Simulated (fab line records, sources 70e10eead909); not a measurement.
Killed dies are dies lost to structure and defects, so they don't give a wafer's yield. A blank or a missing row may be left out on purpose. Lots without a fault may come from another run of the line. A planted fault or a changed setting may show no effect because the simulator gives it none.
Chamber matching | flow nand_harc | NHARC_A_CONTACT_ETCH_102 on rie_diel-07: 4 sister chambers
The step etches the open film in CF4/O2, target depth 70 nm, overetch 7 nm, time 38.5 s. 8 wafers are shown with their chamber, then 7 later ones without.

WAFERS WITH THEIR CHAMBER
wafer  | chamber | drypump_motor_current_A (A) | cf4_flow_sccm (sccm)
L277.6 | 0       | 5.3                         | 80.18
L284.6 | 3       | 5.1                         | 80.01
L288.1 | 3       | 5.0                         | 79.67
L288.4 | 1       | 5.0                         | 80.22
L289.1 | 0       | 5.3                         | 80.28
L289.5 | 2       | 4.9                         | 79.96
L291.1 | 1       | 5.0                         | 79.86
L291.4 | 2       | 4.9                         | 80.07

WAFERS WITHOUT THEIR CHAMBER
wafer  | drypump_motor_current_A (A) | cf4_flow_sccm (sccm)
L291.5 | 5.1                         | 79.89
L294.2 | 5.0                         | 80.03
L294.3 | 5.0                         | 79.50
L294.6 | 5.1                         | 80.66
L297.2 | 5.0                         | 80.24
L297.5 | 5.1                         | 79.95
L297.6 | 5.3                         | 80.03

WHICH CHAMBER EACH WENT THROUGH
wafer  | from the rows above          | in truth
L291.5 | can't be placed: 3 or 1      | 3
L294.2 | can't be placed: 1 or 3      | 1
L294.3 | can't be placed: 3 or 1 or 2 | 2
L294.6 | can't be placed: 1 or 3 or 0 | 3
L297.2 | can't be placed: 1 or 3 or 2 | 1
L297.5 | can't be placed: 3 or 1      | 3
L297.6 | 0                            | 0
Placed correctly: 1 of 7. Can't be placed from these rows: 6 (the true chamber is among the candidates in 6). Placed wrongly: 0.
How it was worked out, from the rows above alone: a wafer's distance from a chamber is the root of the sum, over the readings, of the square of ((its reading less the chamber's mean) divided by the reading's scatter). The wafer belongs to the nearest chamber; if the next one is less than 2 further off, it can't be placed. A chamber's mean is the mean of its shown wafers. The scatter: the root of (the sum of the squares of (reading less its chamber's mean) over the shown wafers, divided by (wafers less chambers)).
